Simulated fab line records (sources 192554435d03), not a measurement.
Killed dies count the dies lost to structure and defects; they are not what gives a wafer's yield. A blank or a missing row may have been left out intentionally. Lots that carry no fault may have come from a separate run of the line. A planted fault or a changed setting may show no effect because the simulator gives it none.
Chamber matching + flow n5 finfet + 4 sister chambers for N5_MIM_BOT_LITHO_DESCUM_10 on rie diel-05
The step chemistry O2, time 7.9 s. 8 wafers are shown with their chamber, then 8 later ones without.

== WAFERS PAIRED WITH THEIR CHAMBERS ==
| wafer  | chamber | drypump motor current A (A) | throttle valve pct (%) |
|--------|---------|-----------------------------|------------------------|
| L597.2 | 0       | 5.1                         | 20.44                  |
| L601.4 | 0       | 5.1                         | 20.46                  |
| L603.3 | 2       | 5.8                         | 19.88                  |
| L603.4 | 3       | 5.9                         | 20.24                  |
| L603.5 | 3       | 5.9                         | 20.25                  |
| L605.1 | 2       | 5.8                         | 19.90                  |
| L605.6 | 1       | 5.7                         | 20.27                  |
| L608.3 | 1       | 5.6                         | 20.28                  |

== WAFERS WHOSE CHAMBER IS MISSING ==
| wafer  | drypump motor current A (A) | throttle valve pct (%) |
|--------|-----------------------------|------------------------|
| L608.5 | 5.7                         | 20.27                  |
| L608.6 | 5.8                         | 19.92                  |
| L617.1 | 5.1                         | 20.50                  |
| L617.3 | 5.8                         | 19.94                  |
| L617.4 | 5.8                         | 19.96                  |
| L619.1 | 5.6                         | 20.31                  |
| L619.3 | 5.0                         | 20.51                  |
| L619.6 | 5.7                         | 20.31                  |

== CHAMBER TAKEN BY EACH ==
| wafer  | from the rows above | in truth |
|--------|---------------------|----------|
| L608.5 | 1                   | 1        |
| L608.6 | 2                   | 2        |
| L617.1 | 0                   | 0        |
| L617.3 | 2                   | 2        |
| L617.4 | 2                   | 2        |
| L619.1 | 1                   | 1        |
| L619.3 | 0                   | 0        |
| L619.6 | 1                   | 1        |
8 of 8 placed correctly. From these rows, 0 cannot be placed. 0 placed wrongly.
How it was worked out, from the rows above alone: a wafer's distance from a chamber is the root of the sum, over the readings, of the square of ((its reading less the chamber's mean) divided by the reading's scatter). If the next closest chamber is less than 2 further off than the closest, the wafer can't be placed; otherwise it belongs to the closest. For every chamber, the mean is computed from those of its wafers that are shown. How the scatter is found: for the shown wafers, subtract from each reading the mean of its chamber, square and add these, divide the total by (wafers less chambers), then take the root.
